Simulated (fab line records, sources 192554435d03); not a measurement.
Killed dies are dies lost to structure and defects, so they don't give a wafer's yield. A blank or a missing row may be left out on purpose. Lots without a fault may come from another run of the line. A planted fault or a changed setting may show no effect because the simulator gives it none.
fab line records | flow n5_finfet | part 1 of 2: steps 1 to 4 of 6
record lots=23 wafers=69 last_day=18
route steps=1938 shown BEOL_M6@1232 BEOL_M7@1264
lots that met no fault: from a run of the same line without faults
start_h: hours from the record's first day to the start of the lot's first wafer shown | wait_h: hours since the lot's step before | " the same as in the row above | L1.1+2: a row that stands for several wafers | - no value, or no start given | * or withheld: withheld | < > ~ a bound
route shown NAME@n: a module of which the file shows steps, and the number in the route of the first | usual: mean/standard deviation of fault-free wafers | same: alike in all rows | chamber/n: place in a boat | sites: the reading at each site | _std_site: their standard deviation | _edge_site: outer sites' mean less inner sites' | radius_mm: how far each site lies from the wafer's centre | mask NAME#n: copy n | behind: the tool/chamber that last shaped the wafer | hold: why the lot was held/for how many hours/how that ended | device: the transistor (n, p or np) that didn't switch | end of line: the same wafers' tests at the end of the route | a step without rows: its recipe alone | killed: dies lost to structure and defects at the first sort, not the wafer's yield | map: a wafer's dies, x killed, . not, _ none there
set.NAME: the setting as run; set.NAME@STEP: as run at that earlier step | model.NAME: the simulator's own value behind a step, which no gauge read
steps of the route over a sample of lots; a table a step, a row a wafer
services: from which hour (start_h, from the record's first day; less than 0 if before it) a tool's chamber was out of use, for how many hours, and why
## steps
# step N5_BEOL_M6_ETCH_65
# recipe chemistry=CF4 target=SiARC target_depth_a=156 mask_material=CAR-EUV time_s=26 ion_energy_ev=80 pressure_mtorr=40 source_w=545 bias_w=36 Ar_flow_sccm=100 cf4_flow_sccm=100 ends=cleared
# usual drypump_motor_current_A=5.6/0.46 etch_rf_on_time_s=25.6/1.2 oes_product_au=0.69/0.089 rf_fwd_power_W=532.5/2.1 rf_vpp_V=184.0/1.3 showerhead_plenum_p_Torr=2.14/0.094 throttle_valve_pct=15.6/0.3
# columns lot.wafer tool chamber start_h wait_h drypump_motor_current_A etch_rf_on_time_s oes_product_au rf_fwd_power_W rf_hours_counter_h rf_vpp_V showerhead_plenum_p_Torr throttle_valve_pct
L075.3 rie_diel-05 0 192.70 0.0 5.8 26.6 0.79 535.6 17 182.7 2.08 15.2
L075.5 " 2 " " 6.3 26.0 0.63 531.7 - 182.1 2.05 15.5
L075.6 " 0 " " 5.8 26.6 0.80 537.6 - 182.0 2.08 15.2
L074.2 rie_diel-03 2 193.47 0.0 5.2 25.1 0.68 529.4 128 183.2 2.07 15.6
L074.3 " 0 " " 5.5 24.1 0.76 527.8 49 186.5 2.27 15.3
L074.5 " 0 " " 5.5 24.2 0.76 529.5 - 185.3 2.27 15.3
L076.1 rie_diel-04 2 194.95 0.0 6.1 26.6 0.59 533.4 224 182.3 2.03 16.0
L076.2 " 0 " " 5.5 24.3 0.83 535.9 19 183.4 2.16 15.1
L076.5 " 2 " " 6.2 26.4 0.59 531.9 - 183.3 2.03 15.9
L077.3 rie_diel-05 1 202.93 0.0 6.5 26.4 0.84 536.2 3 185.4 2.27 15.5
L077.4 " 2 " " 6.3 25.8 0.62 533.0 193 183.3 2.05 15.5
L077.6 " 1 " " 6.4 26.6 0.83 533.5 - 187.2 2.27 15.5
L078.1 rie_diel-04 0 205.17 0.0 5.5 24.1 0.82 531.7 23 184.4 2.16 15.1
L078.3 " 2 " " 6.2 26.5 0.58 528.9 227 182.7 2.03 16.0
L078.5 " 3 " " 5.3 24.7 0.85 530.6 - 185.9 2.27 15.2
L079.4 rie_diel-05 0 215.46 0.0 5.8 26.0 0.78 534.3 25 182.5 2.08 15.3
L079.5 " 0 " " 5.8 26.1 0.79 535.1 - 183.8 2.08 15.3
L079.6 " 3 " " 5.9 25.0 0.69 532.3 - 185.1 2.24 15.5
L081.1 rie_diel-04 0 221.73 0.0 5.5 24.1 0.81 530.6 29 185.8 2.16 15.1
L081.2 " 3 " " 5.3 24.3 0.85 533.2 9 185.8 2.27 15.2
L081.6 " 1 " " 4.9 27.7 0.59 535.0 - 184.7 2.05 15.9
L080.2 rie_diel-04 0 224.54 0.0 5.5 24.4 0.81 535.7 30 183.4 2.16 15.1
L080.3 " 3 " " 5.3 24.4 0.84 531.0 10 185.1 2.27 15.3
L080.4 " 1 " " 4.9 27.6 0.59 534.6 204 181.6 2.05 15.9
L083.4 rie_diel-03 0 231.15 0.0 5.5 24.1 0.75 530.1 61 185.0 2.26 15.3
L083.5 " 1 " " 6.0 25.4 0.64 534.8 - 183.8 2.07 16.0
L083.6 " 2 " " 5.2 25.1 0.67 532.8 - 183.9 2.06 15.6
L082.1 rie_diel-03 1 239.41 0.0 6.1 25.7 0.64 532.5 154 184.4 2.07 16.0
L082.4 " 0 " " 5.5 24.2 0.75 530.0 64 184.9 2.26 15.4
L082.6 " 1 " " 6.0 25.8 0.64 534.0 - 183.1 2.07 16.0
L084.4 rie_diel-03 0 241.62 0.0 5.5 24.0 0.74 528.9 64 186.1 2.26 15.3
L084.5 " 0 " " 5.5 24.3 0.73 531.0 - 184.5 2.26 15.3
L084.6 " 3 " " 5.3 25.4 0.61 534.5 - 184.0 2.12 15.8
L085.1 rie_diel-05 1 245.79 0.0 6.5 26.8 0.78 536.1 18 183.3 2.26 15.5
L085.4 " 3 " " 5.9 25.0 0.69 532.6 126 185.8 2.24 15.5
L085.5 " 2 " " 6.2 26.0 0.61 530.1 - 182.4 2.04 15.5
L087.2 rie_diel-03 2 254.89 0.0 5.2 25.2 0.67 531.5 150 184.3 2.06 15.6
L087.4 " 2 " " 5.2 25.2 0.67 532.0 - 183.3 2.06 15.6
L087.5 " 0 " " 5.5 24.3 0.73 531.8 - 186.0 2.26 15.3
L086.2 rie_diel-04 0 255.06 0.0 5.5 24.6 0.79 529.8 42 184.1 2.15 15.1
L086.3 " 2 " " 6.1 27.0 0.57 531.4 246 184.9 2.02 16.0
L086.6 " 2 " " 6.2 26.9 0.58 532.2 - 182.8 2.02 16.0
L088.1 rie_diel-05 1 272.63 0.0 6.5 26.7 0.77 531.6 27 186.0 2.26 15.6
L088.2 " 0 " " 5.8 26.2 0.76 535.7 45 183.4 2.07 15.3
L088.4 " 2 " " 6.3 25.9 0.61 532.8 218 183.1 2.04 15.6
L090.1 rie_diel-04 0 275.10 0.0 5.5 24.3 0.78 533.6 49 183.7 2.15 15.1
L090.4 " 1 " " 4.9 27.6 0.58 531.4 - 182.2 2.04 16.0
L090.5 " 3 " " 5.3 24.2 0.80 534.4 - 186.1 2.26 15.3
L089.2 rie_diel-03 3 275.27 0.0 5.4 25.9 0.59 531.0 242 182.1 2.12 15.9
L089.4 " 2 " " 5.2 25.5 0.65 531.4 160 183.3 2.05 15.6
L089.5 " 2 " " 5.2 25.4 0.66 531.0 - 184.5 2.06 15.6
L091.2 rie_diel-04 0 294.61 0.0 5.5 24.3 0.77 530.6 59 183.8 2.15 15.1
L091.3 " 3 " " 5.3 24.3 0.78 529.3 40 186.1 2.26 15.3
L091.5 " 3 " " 5.3 24.4 0.78 528.7 - 186.0 2.26 15.3
L094.2 rie_diel-05 2 301.43 0.0 6.3 26.4 0.60 528.0 225 183.3 2.04 15.6
L094.4 " 3 " " 5.9 25.1 0.67 535.0 145 184.6 2.23 15.5
L094.5 " 2 " " 6.2 26.3 0.60 531.2 - 182.4 2.03 15.6
L092.2 rie_diel-04 2 301.62 0.0 6.2 25.1 0.83 531.1 1 185.2 2.27 15.5
L092.4 " 3 " " 5.3 24.2 0.78 533.3 44 186.7 2.26 15.3
L092.6 " 1 " " 4.9 28.1 0.56 534.0 - 183.4 2.04 16.0
L095.2 rie_diel-04 1 303.56 0.0 4.9 28.3 0.56 533.1 239 182.2 2.04 16.0
L095.3 " 3 " " 5.3 24.6 0.76 531.7 45 185.1 2.26 15.3
L095.4 " 1 " " 4.9 28.2 0.56 534.0 - 181.9 2.04 16.0
L096.2 rie_diel-03 1 325.99 0.0 6.0 25.1 0.62 530.8 186 182.2 2.06 16.1
L096.3 " 2 " " 5.2 25.3 0.65 531.9 181 183.0 2.05 15.7
L096.6 " 1 " " 6.0 25.1 0.63 531.9 - 184.3 2.06 16.1
L097.2 rie_diel-04 3 331.60 0.0 5.3 24.6 0.75 533.7 56 185.5 2.25 15.4
L097.4 " 1 " " 4.9 28.0 0.56 533.9 250 183.1 2.04 16.0
L097.6 " 2 " " 6.1 25.6 0.79 533.4 - 185.3 2.27 15.5
# step N5_BEOL_M6_STRIP_80
# recipe chemistry=N2/H2 time_s=10 power_w=450 temp_c=40 pressure_mtorr=20 rf_frequency_hz=6e+07 bias_power_w=7 n2_flow_sccm=200 h2_flow_sccm=200
# usual drypump_motor_current_A=5.6/0.46 n2_flow_sccm=200.0/0.57 oes_product_au=0.81/0.099 rf_vpp_V=59.1/0.94 showerhead_plenum_p_Torr=2.54/0.12 throttle_valve_pct=23.56/0.19
# columns lot.wafer tool chamber start_h wait_h drypump_motor_current_A n2_flow_sccm oes_product_au rf_hours_counter_h rf_vpp_V showerhead_plenum_p_Torr throttle_valve_pct
L075.3 rie_diel-05 0 - - 5.8 200.1 0.94 17 59.6 2.47 23.45
L075.5 " 2 " " 6.3 200.1 0.74 - 59.4 2.44 23.52
L075.6 " 0 " " 5.8 199.9 0.95 - 59.4 2.47 23.44
L074.2 rie_diel-03 2 - - 5.2 199.7 0.80 128 59.5 2.44 23.48
L074.3 " 0 " " 5.5 200.5 0.87 49 59.3 2.69 23.31
L074.5 " 0 " " 5.5 200.5 0.87 - 58.8 2.69 23.30
L076.1 rie_diel-04 2 - - 6.2 199.6 0.68 225 60.7 2.40 24.05
L076.2 " 0 " " 5.5 200.3 0.95 20 59.7 2.60 23.51
L076.5 " 2 " " 6.2 199.5 0.68 - 57.7 2.40 24.08
L077.3 rie_diel-05 1 - - 6.5 200.6 0.97 3 60.5 2.69 23.20
L077.4 " 2 " " 6.2 200.6 0.75 193 57.5 2.44 23.52
L077.6 " 1 " " 6.5 200.8 0.97 - 61.1 2.69 23.20
L078.1 rie_diel-04 0 - - 5.5 200.1 0.93 23 59.8 2.59 23.52
L078.3 " 2 " " 6.2 199.2 0.68 227 58.1 2.40 24.06
L078.5 " 3 " " 5.3 200.7 0.98 - 59.6 2.70 23.34
L079.4 rie_diel-05 0 - - 5.8 200.2 0.91 25 58.8 2.47 23.46
L079.5 " 0 " " 5.8 200.5 0.92 - 60.2 2.47 23.45
L079.6 " 3 " " 5.9 199.5 0.79 - 60.4 2.69 23.76
L081.1 rie_diel-04 0 - - 5.5 199.5 0.93 30 59.1 2.59 23.52
L081.2 " 3 " " 5.3 199.6 0.97 9 60.8 2.70 23.35
L081.6 " 1 " " 4.9 199.9 0.70 - 58.0 2.42 23.65
L080.2 rie_diel-04 0 - - 5.5 199.8 0.92 30 59.0 2.59 23.53
L080.3 " 3 " " 5.3 199.9 0.96 10 59.2 2.70 23.35
L080.4 " 1 " " 4.9 198.7 0.70 204 57.6 2.42 23.64
L083.4 rie_diel-03 0 - - 5.5 198.8 0.86 61 58.8 2.68 23.32
L083.5 " 1 " " 6.0 200.7 0.75 - 58.9 2.40 23.52
L083.6 " 2 " " 5.2 201.1 0.78 - 58.1 2.44 23.52
L082.1 rie_diel-03 1 - - 6.0 199.6 0.75 154 58.5 2.40 23.52
L082.4 " 0 " " 5.5 200.7 0.85 64 59.3 2.68 23.33
L082.6 " 1 " " 6.0 200.2 0.75 - 57.7 2.40 23.52
L084.4 rie_diel-03 0 - - 5.5 199.2 0.86 65 59.7 2.68 23.32
L084.5 " 0 " " 5.5 199.1 0.85 - 58.9 2.68 23.34
L084.6 " 3 " " 5.4 199.9 0.70 - 58.7 2.51 23.62
L085.1 rie_diel-05 1 - - 6.5 199.1 0.93 18 59.7 2.68 23.20
L085.4 " 3 " " 6.0 200.0 0.80 126 59.3 2.68 23.76
L085.5 " 2 " " 6.3 199.9 0.73 - 58.7 2.43 23.54
L087.2 rie_diel-03 2 - - 5.2 200.4 0.78 150 58.2 2.43 23.50
L087.4 " 2 " " 5.2 200.2 0.77 - 59.1 2.43 23.51
L087.5 " 0 " " 5.5 200.6 0.84 - 59.7 2.68 23.34
L086.2 rie_diel-04 0 - - 5.5 199.6 0.91 42 59.2 2.59 23.54
L086.3 " 2 " " 6.2 200.8 0.67 246 59.4 2.39 24.10
L086.6 " 2 " " 6.2 201.0 0.67 - 57.8 2.39 24.11
L088.1 rie_diel-05 1 - - 6.5 199.7 0.89 27 59.5 2.68 23.23
L088.2 " 0 " " 5.8 200.1 0.88 45 59.0 2.46 23.49
L088.4 " 2 " " 6.3 200.2 0.72 218 59.7 2.43 23.55
L090.1 rie_diel-04 0 - - 5.5 199.9 0.89 49 59.9 2.58 23.54
L090.4 " 1 " " 4.9 200.6 0.68 - 60.0 2.41 23.67
L090.5 " 3 " " 5.3 200.0 0.92 - 58.9 2.69 23.39
L089.2 rie_diel-03 3 - - 5.4 199.9 0.68 242 58.5 2.50 23.65
L089.4 " 2 " " 5.2 199.5 0.77 160 60.2 2.43 23.54
L089.5 " 2 " " 5.2 200.2 0.77 - 58.1 2.43 23.54
L091.2 rie_diel-04 0 - - 5.5 200.2 0.87 59 60.6 2.58 23.56
L091.3 " 3 " " 5.3 200.2 0.89 40 60.2 2.68 23.40
L091.5 " 3 " " 5.3 199.3 0.89 - 58.4 2.68 23.39
L094.2 rie_diel-05 2 - - 6.3 199.0 0.71 225 59.4 2.43 23.57
L094.4 " 3 " " 6.0 200.4 0.77 145 59.5 2.68 23.79
L094.5 " 2 " " 6.3 199.5 0.70 - 58.6 2.43 23.58
L092.2 rie_diel-04 2 - - 6.1 200.1 0.98 1 59.9 2.71 23.68
L092.4 " 3 " " 5.3 198.8 0.88 44 59.1 2.68 23.39
L092.6 " 1 " " 4.9 200.1 0.67 - 58.2 2.40 23.69
L095.2 rie_diel-04 1 - - 4.9 200.5 0.67 239 57.0 2.40 23.69
L095.3 " 3 " " 5.3 200.2 0.88 45 59.9 2.68 23.38
L095.4 " 1 " " 4.9 200.1 0.67 - 58.8 2.40 23.70
L096.2 rie_diel-03 1 - - 6.0 199.7 0.73 186 57.6 2.39 23.56
L096.3 " 2 " " 5.2 199.7 0.74 181 58.5 2.42 23.56
L096.6 " 1 " " 6.0 199.0 0.72 - 59.4 2.39 23.58
L097.2 rie_diel-04 3 - - 5.4 200.5 0.88 57 59.7 2.67 23.41
L097.4 " 1 " " 4.9 199.9 0.66 250 58.7 2.40 23.70
L097.6 " 2 " " 6.2 200.2 0.93 - 59.9 2.70 23.70
# step N5_BEOL_M6_ALD_77
# recipe material=TaN target_thk_a=20 temp_c=275 ald_precursor_family=PDMAT ald_co_reactant=NH3 pressure_torr=3 carrier_flow_sccm=1500 pulse_time_s=2 purge_time_s=3 co_reactant_purge_time_s=2 co_reactant_pulse_time_s=3 ald_cycles=40 precursor_vessel_temp_c=75 precursor_vessel_pressure_torr=26.25 precursor_vessel_carrier_sccm=1000
# usual heater_power_w=443/52
# columns lot.wafer tool chamber start_h wait_h heater_power_w
L075.3 ald_metal-02 1 194.03 0.0 394
L075.5 " 1 " " 390
L075.6 " 2 " " 479
L074.2 ald_metal-01 0 194.99 0.0 429
L074.3 " 3 " " 563
L074.5 " 1 " " 409
L076.1 ald_metal-04 0 196.24 0.0 393
L076.2 " 3 " " 396
L076.5 " 0 " " 402
L077.3 ald_metal-01 1 204.06 0.0 414
L077.4 " 3 " " 553
L077.6 " 1 " " 405
L078.1 ald_metal-01 2 207.31 0.1 411
L078.3 " 3 " " 561
L078.5 " 2 " " 429
L079.4 ald_metal-02 2 216.53 0.0 480
L079.5 " 2 " " 479
L079.6 " 3 " " 452
L081.1 ald_metal-02 3 222.95 0.3 445
L081.2 " 0 " " 442
L081.6 " 1 " " 397
L080.2 ald_metal-02 3 225.82 0.0 445
L080.3 " 2 " " 476
L080.4 " 1 " " 393
L083.4 ald_metal-01 1 232.79 0.1 393
L083.5 " 0 " " 432
L083.6 " 1 " " 413
L082.1 ald_metal-01 0 240.89 0.2 422
L082.4 " 1 " " 414
L082.6 " 2 " " 415
L084.4 ald_metal-04 1 242.93 0.0 527
L084.5 " 1 " " 531
L084.6 " 2 " " 415
L085.1 ald_metal-01 2 246.97 0.0 408
L085.4 " 1 " " 403
L085.5 " 2 " " 425
L087.2 ald_metal-02 3 255.88 0.0 444
L087.4 " 0 " " 446
L087.5 " 3 " " 439
L086.2 ald_metal-04 2 256.47 0.1 407
L086.3 " 1 " " 537
L086.6 " 1 " " 536
L088.1 ald_metal-04 2 275.41 0.1 421
L088.2 " 3 " " 396
L088.4 " 0 " " 390
L090.1 ald_metal-01 1 276.43 0.0 414
L090.4 " 3 " " 559
L090.5 " 2 " " 423
L089.2 ald_metal-02 3 276.50 0.0 443
L089.4 " 1 " " 396
L089.5 " 0 " " 447
L091.2 ald_metal-04 0 295.90 0.1 410
L091.3 " 2 " " 406
L091.5 " 0 " " 397
L094.2 ald_metal-01 0 302.53 0.1 428
L094.4 " 3 " " 557
L094.5 " 3 " " 560
L092.2 ald_metal-02 1 304.06 0.1 392
L092.4 " 0 " " 441
L092.6 " 0 " " 447
L095.2 ald_metal-02 1 304.59 0.0 399
L095.3 " 0 " " 449
L095.4 " 2 " " 482
L096.2 ald_metal-01 2 326.99 0.0 416
L096.3 " 1 " " 404
L096.6 " 2 " " 413
L097.2 ald_metal-02 0 332.62 0.0 456
L097.4 " 3 " " 449
L097.6 " 2 " " 492
# step N5_BEOL_M6_SPUTTER_48
# recipe material=Cu target_thk_a=100 temp_c=-20 bias_v=60 power_w=26000 chamber_pressure_pa=0.13 time_s=1.667
# usual throttle_valve_pct=30.2/1.3
# columns lot.wafer tool chamber start_h wait_h throttle_valve_pct
L075.3 pvd_sputter-01 - 194.74 0.1 29.1
L075.5 " - " " 29.2
L075.6 " - " " 28.8
L074.2 pvd_sputter-02 - 195.59 0.1 30.5
L074.3 " - " " 31.5
L074.5 " - " " 30.7
L076.1 pvd_sputter-01 - 198.56 0.1 29.1
L076.2 " - " " 29.1
L076.5 " - " " 29.2
L077.3 pvd_sputter-01 - 204.58 0.1 29.0
L077.4 " - " " 29.2
L077.6 " - " " 28.6
L078.1 pvd_sputter-03 - 207.89 0.1 29.7
L078.3 " - " " 32.0
L078.5 " - " " 30.0
L079.4 pvd_sputter-01 - 218.62 1.3 30.8
L079.5 " - " " 28.9
L079.6 " - " " 30.9
L081.1 pvd_sputter-02 - 224.86 0.1 31.3
L081.2 " - " " 28.7
L081.6 " - " " 31.7
L080.2 pvd_sputter-03 - 226.36 0.1 32.9
L080.3 " - " " 29.6
L080.4 " - " " 32.0
L083.4 pvd_sputter-01 - 233.57 0.1 31.1
L083.5 " - " " 28.6
L083.6 " - " " 31.0
L082.1 pvd_sputter-02 - 241.47 0.1 28.7
L082.4 " - " " 30.5
L082.6 " - " " 28.6
L084.4 pvd_sputter-01 - 243.79 0.4 29.1
L084.5 " - " " 28.7
L084.6 " - " " 31.2
L085.1 pvd_sputter-03 - 247.87 0.3 33.1
L085.4 " - " " 29.8
L085.5 " - " " 29.9
L087.2 pvd_sputter-03 - 256.63 0.1 31.9
L087.4 " - " " 29.7
L087.5 " - " " 31.8
L086.2 pvd_sputter-03 - 256.99 0.1 29.3
L086.3 " - " " 32.9
L086.6 " - " " 29.9
L088.1 pvd_sputter-03 - 276.14 0.2 31.9
L088.2 " - " " 29.3
L088.4 " - " " 30.1
L090.1 pvd_sputter-03 - 276.91 0.1 29.5
L090.4 " - " " 32.9
L090.5 " - " " 29.3
L089.2 pvd_sputter-02 - 276.97 0.1 30.3
L089.4 " - " " 28.4
L089.5 " - " " 30.4
L091.2 pvd_sputter-01 - 298.21 0.3 30.8
L091.3 " - " " 29.0
L091.5 " - " " 29.3
L094.2 pvd_sputter-02 - 303.98 0.1 31.3
L094.4 " - " " 30.4
L094.5 " - " " 31.5
L092.2 pvd_sputter-02 - 304.64 0.1 31.4
L092.4 " - " " 30.4
L092.6 " - " " 30.6
L095.2 pvd_sputter-02 - 305.34 0.1 30.5
L095.3 " - " " 31.3
L095.4 " - " " 28.7
L096.2 pvd_sputter-02 - 327.67 0.1 28.8
L096.3 " - " " 31.3
L096.6 " - " " 30.5
L097.2 pvd_sputter-03 - 333.33 0.1 33.1
L097.4 " - " " 33.2
L097.6 " - " " 30.0
